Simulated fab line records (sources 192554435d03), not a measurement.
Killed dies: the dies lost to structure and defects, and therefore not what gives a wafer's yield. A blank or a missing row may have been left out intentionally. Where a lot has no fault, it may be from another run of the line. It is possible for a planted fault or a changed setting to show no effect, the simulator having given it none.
fab line records ; flow n5-finfet
record lots=7; wafers=18; last-day=19
route steps=1938 shown SD_EPI_P@300 BEOL_M4@1111
lots that met no fault: taken from a fault-free run of the same line
start-h: hours from the record's opening day to when the first of the lot's shown wafers began ; wait-h: hours since the lot's step before ; " unchanged from the row above ; L1.1+2: a row that stands for several wafers ; - no value present, or no start provided ; * or withheld: withheld ; < > ~ a bound
route shown NAME@n: NAME is a module with steps in the file, n the number in the route of the first one ; usual: mean/standard deviation taken from wafers without a fault ; same: alike in all rows ; chamber/n: place in a boat ; sites: the reading at each site ; _std_site: how widely they spread, as a standard deviation ; _edge_site: the outer-site mean with the inner-site mean subtracted ; radius-mm: for every site, how far away it sits from the centre of the wafer ; mask NAME#n: copy n ; behind: the tool/chamber that last shaped the wafer ; hold: the reason the lot was held/the length of the hold in hours/how it ended ; device: names the non-switching transistor (n, p or np) ; end of line: tests of these same wafers at the route's end ; where a step has no rows: the recipe by itself ; killed: at the first sort, the dies lost to defects and structure; wafer yield is something else ; map: the dies of a wafer, with x for killed, . for not killed, _ for no die there
set.NAME: setting as actually run; set.NAME@STEP: the setting as run at that earlier step ; model.NAME: the simulator's own value behind a step, which no gauge read
a table for each step, a row for each wafer; lots at some steps of the route
services: the hour from which a tool's chamber was out of use, counted from the record's first day as start-h (under 0 if before that day), plus the number of hours and why
## steps
# step N5_SD_EPI_P_EXPOSE_06
# recipe mask-id=SD_P_BLK; na=1.35; source-shape=conventional; sigma-outer=0.8; polarization=unpolarized; target-cd-nm=240; dose-mj=39.5
# step N5_SD_EPI_P_PEB_07
# recipe peb-temp-c=110; peb-time-s=60; resist=CAR-ArF-block
# step N5_SD_EPI_P_DEVELOP_08
# recipe develop-time-s=30; developer=TMAH; resist=CAR-ArF-block; dev-temp-c=23; rinse-liquid=diw; dry=air-spin
# step N5_SD_EPI_P_CD_MEAS_09
# recipe target-cd-nm=240; landing-energy-ev=500; detector=se-inlens
# usual cd-nm=240.0/0.56
lot.wafer;tool;chamber;start-h;wait-h;cd-nm
L630.1;cd-sem-02;0;74.60;-;239.6
L630.3;cd-sem-02;0;74.60;-;240.5
L630.6;cd-sem-02;0;74.60;-;239.4
L638.1;cd-sem-01;0;126.20;-;240.2
L638.5;cd-sem-01;0;126.20;-;239.9
L640.1;cd-sem-01;0;132.26;-;239.9
L640.4;cd-sem-01;0;132.26;-;240.3
L641.4;cd-sem-01;0;137.88;-;240.3
L641.5;cd-sem-01;0;137.88;-;241.1
L645.3;cd-sem-03;0;162.42;-;239.8
L645.4;cd-sem-03;0;162.42;-;240.4
L645.5;cd-sem-03;0;162.42;-;239.7
L648.3;cd-sem-03;0;180.25;-;239.9
L648.4;cd-sem-03;0;180.25;-;239.6
L648.6;cd-sem-03;0;180.25;-;239.1
L650.1;cd-sem-01;0;192.44;-;239.7
L650.3;cd-sem-01;0;192.44;-;240.7
L650.4;cd-sem-01;0;192.44;-;240.1
# step N5_SD_EPI_P_OVL_MEAS_10
# recipe points-per-wafer=44
# usual SD_P_BLK_OVL=0.1/0.8
lot.wafer;tool;chamber;start-h;wait-h;SD_P_BLK_OVL[nm]
L630.1;overlay-02;0;74.63;0.0;0.1
L630.3;overlay-02;0;74.63;0.0;-0.9
L630.6;overlay-02;0;74.63;0.0;-0.4
L638.1;overlay-01;0;126.23;0.0;-1.2
L638.5;overlay-01;0;126.23;0.0;-0.6
L640.1;overlay-02;0;132.29;0.0;-1.3
L640.4;overlay-02;0;132.29;0.0;-0.5
L641.4;overlay-02;0;137.91;0.0;1.1
L641.5;overlay-02;0;137.91;0.0;0.2
L645.3;overlay-02;0;162.45;0.0;0.7
L645.4;overlay-02;0;162.45;0.0;0.2
L645.5;overlay-02;0;162.45;0.0;0.2
L648.3;overlay-02;0;180.28;0.0;-0.3
L648.4;overlay-02;0;180.28;0.0;-0.1
L648.6;overlay-02;0;180.28;0.0;-0.3
L650.1;overlay-01;0;192.47;0.0;0.4
L650.3;overlay-01;0;192.47;0.0;0.6
L650.4;overlay-01;0;192.47;0.0;0.9
# step N5_SD_EPI_P_INSPECT_11
# recipe mode=adi; inspect-instrument=macro
# usual raw-defect-count=1.9/1.5
lot.wafer;tool;chamber;start-h;wait-h;raw-defect-count
L630.1;defect-inspect-02;-;74.65;0.0;1
L630.3;defect-inspect-02;-;74.65;0.0;2
L630.6;defect-inspect-02;-;74.65;0.0;3
L638.1;defect-inspect-02;-;126.26;0.0;2
L638.5;defect-inspect-02;-;126.26;0.0;1
L640.1;defect-inspect-01;-;132.31;0.0;3
L640.4;defect-inspect-01;-;132.31;0.0;2
L641.4;defect-inspect-01;-;137.94;0.0;2
L641.5;defect-inspect-01;-;137.94;0.0;0
L645.3;defect-inspect-01;-;162.47;0.0;2
L645.4;defect-inspect-01;-;162.47;0.0;5
L645.5;defect-inspect-01;-;162.47;0.0;2
L648.3;defect-inspect-02;-;180.30;0.0;2
L648.4;defect-inspect-02;-;180.30;0.0;2
L648.6;defect-inspect-02;-;180.30;0.0;0
L650.1;defect-inspect-01;-;192.49;0.0;1
L650.3;defect-inspect-01;-;192.49;0.0;1
L650.4;defect-inspect-01;-;192.49;0.0;0
# step N5_SD_EPI_P_DESCUM_14
# recipe chemistry=O2; time-s=7.9; source-power-w=50; bias-power-w=20; pressure-mtorr=20; rf-frequency-hz=2.712e+07; temp-c=40; resist=CAR-ArF-block; o2-flow-sccm=225
# usual drypump-motor-current-A=5.9/0.43; oes-product-au=0.79/0.07; rf-vpp-V=243.8/1.3; showerhead-plenum-p-Torr=2.13/0.058; throttle-valve-pct=20.43/0.13
lot.wafer;tool;chamber;start-h;wait-h;drypump-motor-current-A;oes-product-au;rf-hours-counter-h;rf-vpp-V;showerhead-plenum-p-Torr;throttle-valve-pct
L630.1;rie-diel-05;2;74.69;0.0;5.7;0.76;169;245.2;2.17;20.62
L630.3;rie-diel-05;1;74.69;0.0;5.8;0.76;137;245.1;2.19;20.46
L630.6;rie-diel-05;0;74.69;0.0;5.2;0.85;-;244.8;2.12;20.57
L638.1;rie-diel-05;0;126.92;0.7;5.2;0.82;71;244.6;2.11;20.61
L638.5;rie-diel-05;3;126.92;0.7;5.7;0.89;-;247.0;2.22;20.37
L640.1;rie-diel-05;1;132.35;0.0;5.8;0.74;154;244.2;2.18;20.49
L640.4;rie-diel-05;2;132.35;0.0;5.6;0.75;185;244.9;2.16;20.64
L641.4;rie-diel-05;0;137.99;0.1;5.2;0.81;74;242.4;2.11;20.61
L641.5;rie-diel-05;1;137.99;0.1;5.8;0.75;-;243.8;2.18;20.48
L645.3;rie-diel-04;0;162.62;0.1;5.4;0.86;57;245.0;2.22;20.29
L645.4;rie-diel-04;2;162.62;0.1;6.5;0.73;198;243.9;2.08;20.35
L645.5;rie-diel-04;2;162.62;0.1;6.5;0.74;-;243.8;2.08;20.36
L648.3;rie-diel-03;0;181.30;1.0;6.3;0.73;204;243.2;2.07;20.41
L648.4;rie-diel-03;3;181.30;1.0;5.6;0.70;208;242.6;2.07;20.50
L648.6;rie-diel-03;3;181.30;1.0;5.6;0.70;-;243.6;2.07;20.53
L650.1;rie-diel-04;0;192.76;0.3;5.4;0.84;66;243.7;2.22;20.29
L650.3;rie-diel-04;2;192.76;0.3;6.5;0.73;207;243.4;2.08;20.36
L650.4;rie-diel-04;3;192.76;0.3;6.5;0.69;178;243.0;2.09;20.43
# step N5_SD_EPI_P_ETCH_36
# recipe chemistry=CF4; target=SiARC; target-depth-a=455; mask-material=CAR-ArF-block; time-s=75.8; ion-energy-ev=80; pressure-mtorr=40; source-w=545; bias-w=36; Ar_flow_sccm=100; cf4-flow-sccm=100; ends=cleared
# usual drypump-motor-current-A=5.9/0.43; etch-rf-on-time-s=75.6/1.2; oes-product-au=0.67/0.06; rf-vpp-V=184.6/1.1; showerhead-plenum-p-Torr=2.17/0.055; throttle-valve-pct=15.60/0.15
lot.wafer;tool;chamber;start-h;wait-h;drypump-motor-current-A;etch-rf-on-time-s;oes-product-au;rf-hours-counter-h;rf-vpp-V;showerhead-plenum-p-Torr;throttle-valve-pct
L630.1;rie-diel-05;2;74.72;0.0;5.7;75.1;0.64;169;185.2;2.22;15.81
L630.3;rie-diel-05;1;74.72;0.0;5.8;75.0;0.65;137;185.8;2.23;15.63
L630.6;rie-diel-05;0;74.72;0.0;5.2;75.6;0.72;-;184.0;2.17;15.71
L638.1;rie-diel-05;0;126.95;0.0;5.2;76.0;0.70;71;184.7;2.17;15.72
L638.5;rie-diel-05;3;126.95;0.0;5.7;73.4;0.76;-;186.6;2.26;15.52
L640.1;rie-diel-05;1;132.38;0.0;5.8;75.6;0.64;154;183.8;2.23;15.65
L640.4;rie-diel-05;2;132.38;0.0;5.7;76.0;0.63;185;186.5;2.21;15.83
L641.4;rie-diel-05;0;138.03;0.0;5.2;76.7;0.70;74;184.7;2.17;15.73
L641.5;rie-diel-05;1;138.03;0.0;5.8;77.0;0.62;-;185.3;2.23;15.67
L645.3;rie-diel-04;0;162.65;0.0;5.5;74.4;0.73;57;185.2;2.26;15.36
L645.4;rie-diel-04;2;162.65;0.0;6.5;76.5;0.63;199;184.0;2.13;15.57
L645.5;rie-diel-04;2;162.65;0.0;6.5;75.8;0.62;-;184.8;2.13;15.57
L648.3;rie-diel-03;0;181.34;0.0;6.4;75.6;0.62;204;184.7;2.12;15.70
L648.4;rie-diel-03;3;181.34;0.0;5.6;76.2;0.59;208;185.0;2.12;15.75
L648.6;rie-diel-03;3;181.34;0.0;5.6;75.3;0.60;-;183.9;2.12;15.74
L650.1;rie-diel-04;0;192.79;0.0;5.4;74.6;0.72;66;185.3;2.25;15.39
L650.3;rie-diel-04;2;192.79;0.0;6.5;75.9;0.62;207;183.8;2.13;15.59
L650.4;rie-diel-04;3;192.79;0.0;6.5;76.8;0.60;178;183.9;2.13;15.58
# step N5_SD_EPI_P_ETCH_37
# recipe chemistry=N2/H2; target=SOC; overetch-a=1080; mask-material=SiARC; temp-c=40; ion-energy-ev=100; source-w=3000; bias-w=133; pressure-mtorr=20; time-s=486; n2-flow-sccm=200; h2-flow-sccm=200; ends=end-point
# usual drypump-motor-current-A=5.9/0.43; oes-product-au=0.70/0.058; rf-vpp-V=241.3/1.1; showerhead-plenum-p-Torr=2.58/0.072; throttle-valve-pct=23.89/0.2
lot.wafer;tool;chamber;start-h;wait-h;drypump-motor-current-A;oes-product-au;rf-hours-counter-h;rf-vpp-V;showerhead-plenum-p-Torr;throttle-valve-pct
L630.1;rie-diel-05;2;74.78;0.0;5.7;0.68;169;241.0;2.63;23.96
L630.3;rie-diel-05;1;74.78;0.0;5.8;0.68;137;242.2;2.65;23.79
L630.6;rie-diel-05;0;74.78;0.0;5.2;0.76;-;241.6;2.58;24.34
L638.1;rie-diel-05;0;127.01;0.0;5.2;0.73;71;242.1;2.57;24.36
L638.5;rie-diel-05;3;127.01;0.0;5.7;0.78;-;242.5;2.71;23.87
L640.1;rie-diel-05;1;132.44;0.0;5.8;0.67;154;241.1;2.65;23.81
L640.4;rie-diel-05;2;132.44;0.0;5.7;0.67;186;240.5;2.62;23.96
L641.4;rie-diel-05;0;138.09;0.0;5.2;0.73;74;239.2;2.57;24.38
L641.5;rie-diel-05;1;138.09;0.0;5.8;0.66;-;243.0;2.65;23.79
L645.3;rie-diel-04;0;162.71;0.0;5.4;0.76;57;242.0;2.69;23.63
L645.4;rie-diel-04;2;162.71;0.0;6.5;0.66;199;242.6;2.53;23.87
L645.5;rie-diel-04;2;162.71;0.0;6.5;0.66;-;239.9;2.53;23.88
L648.3;rie-diel-03;0;181.39;0.0;6.4;0.65;204;239.5;2.51;23.74
L648.4;rie-diel-03;3;181.39;0.0;5.6;0.62;208;240.6;2.52;23.79
L648.6;rie-diel-03;3;181.39;0.0;5.6;0.63;-;240.9;2.52;23.80
L650.1;rie-diel-04;0;192.85;0.0;5.5;0.75;66;241.2;2.69;23.63
L650.3;rie-diel-04;2;192.85;0.0;6.5;0.65;207;238.9;2.52;23.89
L650.4;rie-diel-04;3;192.85;0.0;6.5;0.64;178;240.4;2.53;23.86
# step N5_SD_EPI_P_STRIP_38
# recipe chemistry=N2/H2; temp-c=40; n2-flow-sccm=200; h2-flow-sccm=200; rf-frequency-hz=6e+07
# step N5_SD_EPI_P_ETCHBACK_46
# recipe chemistry=CH3F/O2; mode=anisotropic-etchback; target=SiNx; target-depth-a=175; stop-on=SiO2; over-etch-frac=0.3; ion-energy-ev=120; pressure-mtorr=30; source-w=395; bias-w=73; Ar_flow_sccm=150; CH3F_flow_sccm=30; O2_flow_sccm=20
# usual drypump-motor-current-A=5.9/0.43; oes-product-au=0.67/0.055; rf-vpp-V=297.6/2.1; showerhead-plenum-p-Torr=2.03/0.055; throttle-valve-pct=16.34/0.15
lot.wafer;tool;chamber;start-h;wait-h;drypump-motor-current-A;oes-product-au;rf-hours-counter-h;rf-vpp-V;showerhead-plenum-p-Torr;throttle-valve-pct
L630.1;rie-diel-05;2;75.10;0.0;5.7;0.66;169;300.6;2.07;16.52
L630.3;rie-diel-05;1;75.10;0.0;5.8;0.65;137;297.1;2.09;16.34
L630.6;rie-diel-05;0;75.10;0.0;5.2;0.72;-;297.2;2.04;16.48
L638.1;rie-diel-05;0;127.34;0.0;5.2;0.70;71;296.8;2.03;16.53
L638.5;rie-diel-05;3;127.34;0.0;5.7;0.74;-;301.4;2.12;16.27
L640.1;rie-diel-05;1;132.76;0.0;5.8;0.64;154;296.3;2.08;16.38
L640.4;rie-diel-05;2;132.76;0.0;5.7;0.64;186;299.5;2.07;16.54
L641.4;rie-diel-05;0;138.41;0.0;5.3;0.70;74;295.3;2.03;16.52
L641.5;rie-diel-05;1;138.41;0.0;5.8;0.64;-;294.7;2.08;16.39
L645.3;rie-diel-04;0;163.03;0.0;5.4;0.72;57;299.2;2.11;16.12
L645.4;rie-diel-04;2;163.03;0.0;6.5;0.62;199;296.0;1.99;16.29
L645.5;rie-diel-04;2;163.03;0.0;6.5;0.63;-;296.3;1.98;16.29
L648.3;rie-diel-03;0;181.72;0.0;6.4;0.63;204;296.9;1.97;16.37
L648.4;rie-diel-03;3;181.72;0.0;5.6;0.60;208;302.7;1.98;16.50
L648.6;rie-diel-03;3;181.72;0.0;5.6;0.60;-;299.8;1.98;16.48
L650.1;rie-diel-04;0;193.17;0.0;5.4;0.72;66;300.5;2.11;16.12
L650.3;rie-diel-04;2;193.17;0.0;6.5;0.62;207;297.1;1.98;16.29
L650.4;rie-diel-04;3;193.17;0.0;6.5;0.61;178;293.7;1.99;16.34
# step N5_SD_EPI_P_ETCH_47
# recipe chemistry=CH3F/O2; target=SiOCN; target-depth-a=250; mask-material=SOC; ion-energy-ev=60; bias-w=29; pressure-mtorr=30; source-w=410; Ar_flow_sccm=150; CH3F_flow_sccm=30; O2_flow_sccm=20
# usual drypump-motor-current-A=5.9/0.43; oes-product-au=0.78/0.07; rf-vpp-V=127.6/1.2; showerhead-plenum-p-Torr=2.03/0.055; throttle-valve-pct=16.31/0.15
lot.wafer;tool;chamber;start-h;wait-h;drypump-motor-current-A;oes-product-au;rf-hours-counter-h;rf-vpp-V;showerhead-plenum-p-Torr;throttle-valve-pct
L630.1;rie-diel-05;2;75.20;0.1;5.7;0.76;169;128.4;2.07;16.50
L630.3;rie-diel-05;1;75.20;0.1;5.8;0.75;138;127.0;2.09;16.34
L630.6;rie-diel-05;0;75.20;0.1;5.2;0.84;-;126.3;2.04;16.47
L638.1;rie-diel-05;0;127.44;0.1;5.2;0.82;71;127.9;2.03;16.49
L638.5;rie-diel-05;3;127.44;0.1;5.7;0.89;-;128.4;2.12;16.23
L640.1;rie-diel-05;1;132.86;0.1;5.8;0.74;154;127.2;2.08;16.38
L640.4;rie-diel-05;2;132.86;0.1;5.7;0.74;186;128.8;2.07;16.54
L641.4;rie-diel-05;0;138.51;0.1;5.2;0.81;74;127.0;2.03;16.51
L641.5;rie-diel-05;1;138.51;0.1;5.8;0.74;-;126.1;2.08;16.39
L645.3;rie-diel-04;0;163.13;0.1;5.4;0.85;57;127.7;2.11;16.09
L645.4;rie-diel-04;2;163.13;0.1;6.5;0.72;199;128.8;1.98;16.26
L645.5;rie-diel-04;2;163.13;0.1;6.5;0.73;-;126.8;1.98;16.27
L648.3;rie-diel-03;0;181.82;0.1;6.3;0.73;204;126.5;1.97;16.34
L648.4;rie-diel-03;3;181.82;0.1;5.6;0.70;208;128.9;1.98;16.47
L648.6;rie-diel-03;3;181.82;0.1;5.6;0.71;-;129.1;1.98;16.47
L650.1;rie-diel-04;0;193.27;0.1;5.4;0.84;66;127.0;2.11;16.11
L650.3;rie-diel-04;2;193.27;0.1;6.5;0.73;207;127.7;1.98;16.28
L650.4;rie-diel-04;3;193.27;0.1;6.5;0.71;178;124.7;1.99;16.32
# step N5_SD_EPI_P_ETCH_16
# recipe chemistry=CHF3/O2; target=SiO2; target-depth-a=50; mask-material=SOC; pressure-mtorr=30; source-w=650; bias-w=170; Ar_flow_sccm=200; CHF3_flow_sccm=50; O2_flow_sccm=5; ion-energy-ev=200
# usual drypump-motor-current-A=5.9/0.42; oes-product-au=0.78/0.069; rf-vpp-V=524/3.5; showerhead-plenum-p-Torr=2.45/0.063; throttle-valve-pct=18.88/0.15
lot.wafer;tool;chamber;start-h;wait-h;drypump-motor-current-A;oes-product-au;rf-hours-counter-h;rf-vpp-V;showerhead-plenum-p-Torr;throttle-valve-pct;model.etch.depth-nm;model.SiARC_of_SD_EPI_P_COAT_35.thk-nm
L630.1;rie-diel-05;2;75.30;0.1;5.7;0.76;169;530;2.49;19.06;5.022;11.6
L630.3;rie-diel-05;1;75.30;0.1;5.8;0.76;138;521;2.51;18.91;5.016;11.6
L630.6;rie-diel-05;0;75.30;0.1;5.2;0.83;-;522;2.45;19.08;4.938;11.8
L638.1;rie-diel-05;0;127.54;0.1;5.3;1.01;71;522;2.45;19.14;6.792;10.8
L638.5;rie-diel-05;3;127.54;0.1;5.7;0.87;-;531;2.55;18.86;5.038;11.2
L640.1;rie-diel-05;1;132.96;0.1;5.8;0.91;154;522;2.50;18.98;6.889;10.6
L640.4;rie-diel-05;2;132.96;0.1;5.7;0.92;186;528;2.49;19.14;6.914;10.4
L641.4;rie-diel-05;0;138.61;0.1;5.2;1.00;75;522;2.44;19.15;6.822;10.8
L641.5;rie-diel-05;1;138.61;0.1;5.8;0.74;-;523;2.50;18.93;4.954;12.2
L645.3;rie-diel-04;0;163.23;0.1;5.5;0.86;57;528;2.54;18.65;4.998;11.2
L645.4;rie-diel-04;2;163.23;0.1;6.5;0.73;199;523;2.39;18.79;4.946;12
L645.5;rie-diel-04;2;163.23;0.1;6.5;0.74;-;523;2.39;18.79;5.038;11.6
L648.3;rie-diel-03;0;181.92;0.1;6.4;0.73;204;523;2.38;18.90;4.989;11.8
L648.4;rie-diel-03;3;181.92;0.1;5.6;0.71;208;531;2.39;19.03;5.151;11.4
L648.6;rie-diel-03;3;181.92;0.1;5.6;0.71;-;530;2.39;19.03;5.11;11.6
L650.1;rie-diel-04;0;193.37;0.1;5.3;0.85;66;526;2.53;18.66;5.029;11.4
L650.3;rie-diel-04;2;193.37;0.1;6.5;0.73;207;523;2.39;18.80;5.013;11.8
L650.4;rie-diel-04;3;193.37;0.1;6.4;0.71;178;519;2.40;18.88;4.95;12
# step N5_SD_EPI_P_STRIP_50
# recipe chemistry=CHF3/O2; resist=SiARC; rf-frequency-hz=6e+07
# step N5_BEOL_M4_RC_MEAS_101
# usual DIBL_N=36.1/1.3; DIBL_P=36.1/1.7; IOFF_N=0.154/0.022; IOFF_P=0.201/0.024; ION_N=675/8.9; ION_P=462/5.9; SS_N=71.5/0.49; SS_P=73.3/0.58; VT_N=250.0/2.7; VT_P=-251.3/2.7
lot.wafer;tool;chamber;start-h;wait-h;DIBL_N[mV/V];DIBL_P[mV/V];IOFF_N[nA/um];IOFF_P[nA/um];ION_N[uA/um];ION_P[uA/um];SS_N[mV/dec];SS_P[mV/dec];VT_N[mV];VT_P[mV]
L630.1;prober-02;0;189.12;0.0;39.8;39.6;0.225;0.269;701;472;71.8;74.1;244.5;-248.1
L630.3;prober-02;0;189.12;0.0;36.3;35.8;0.148;0.202;683;466;71.1;72.7;251.8;-251.0
L630.6;prober-02;0;189.12;0.0;36.0;35.2;0.142;0.191;670;461;71.0;73.5;251.2;-250.9
L640.1;prober-01;0;256.29;0.0;35.1;35.0;0.157;0.187;680;456;71.3;73.0;247.9;-253.6
L640.4;prober-01;0;256.29;0.0;34.9;34.5;0.144;0.178;672;455;71.4;73.2;250.3;-252.6
L638.1;prober-02;0;259.55;0.0;35.9;36.1;0.152;0.199;681;461;71.5;73.4;251.1;-251.5
L638.5;prober-02;0;259.55;0.0;34.7;35.1;0.138;0.193;675;464;71.1;72.3;250.6;-251.3
L641.4;prober-02;0;262.11;0.5;36.5;35.5;0.163;0.202;678;464;71.0;72.9;246.5;-251.5
L641.5;prober-02;0;262.11;0.5;36.5;35.4;0.162;0.207;685;461;71.4;73.1;246.0;-250.9
L645.3;prober-02;0;285.03;0.3;39.7;40.7;0.211;0.239;682;457;72.7;73.8;248.6;-251.5
L645.4;prober-02;0;285.03;0.3;35.6;35.6;0.132;0.168;666;454;71.4;73.0;256.1;-257.8
L645.5;prober-02;0;285.03;0.3;36.4;36.8;0.145;0.187;666;455;71.5;73.2;252.7;-253.4
L648.3;prober-01;0;294.16;0.3;37.5;38.4;0.182;0.222;683;464;71.7;73.4;245.1;-250.1
L648.4;prober-01;0;294.16;0.3;37.0;37.5;0.181;0.205;684;460;71.7;72.8;247.8;-250.5
L648.6;prober-01;0;294.16;0.3;37.1;37.4;0.180;0.210;685;463;71.2;73.5;246.4;-249.2
L650.1;prober-01;0;322.46;0.0;34.4;34.5;0.120;0.148;673;461;71.5;72.9;253.3;-257.6
L650.3;prober-01;0;322.46;0.0;37.1;37.9;0.162;0.182;677;459;71.4;73.9;248.8;-253.7
L650.4;prober-01;0;322.46;0.0;35.9;36.7;0.149;0.175;671;456;72.4;73.4;249.1;-255.6
## services
tool;chamber;start-h;hours;kind
rie-diel-03;1;60.76;-;clean
rie-diel-03;1;60.76;-;consumable-replace:focus-ring
rie-diel-03;1;60.76;13.9;scheduled-down
rie-diel-03;1;60.76;13.9;vent-cycle
rie-diel-03;2;79.31;3.5;repair
rie-diel-03;-;87.04;0.8;repair
rie-diel-04;3;95.97;9.2;repair
rie-diel-03;2;97.05;64.8;repair
rie-diel-05;-;140.08;0.4;repair
## key
first-sign step=N5_SD_EPI_P_ETCH_16; reading=oes-product-au; direction=up; sigmas=2.6; usual=0.78; struck=0.96
effect none on later readings
model-effect step=N5_SD_EPI_P_ETCH_16; value=etch.depth-nm; without=4.935; struck=6.854
met-at N5_SD_EPI_P_ETCH_16
struck-wafers L638.1,L640.1,L640.4,L641.4
onset-between 75.30 127.54
fault kind=process-parameter-drift; tool=rie-diel-05; chamber=-; onset-h=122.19; steps=N5_SD_EPI_P_ETCH_16; channel=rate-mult; offset=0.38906; shape=step; end-h=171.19; scope=struck-wafers-only
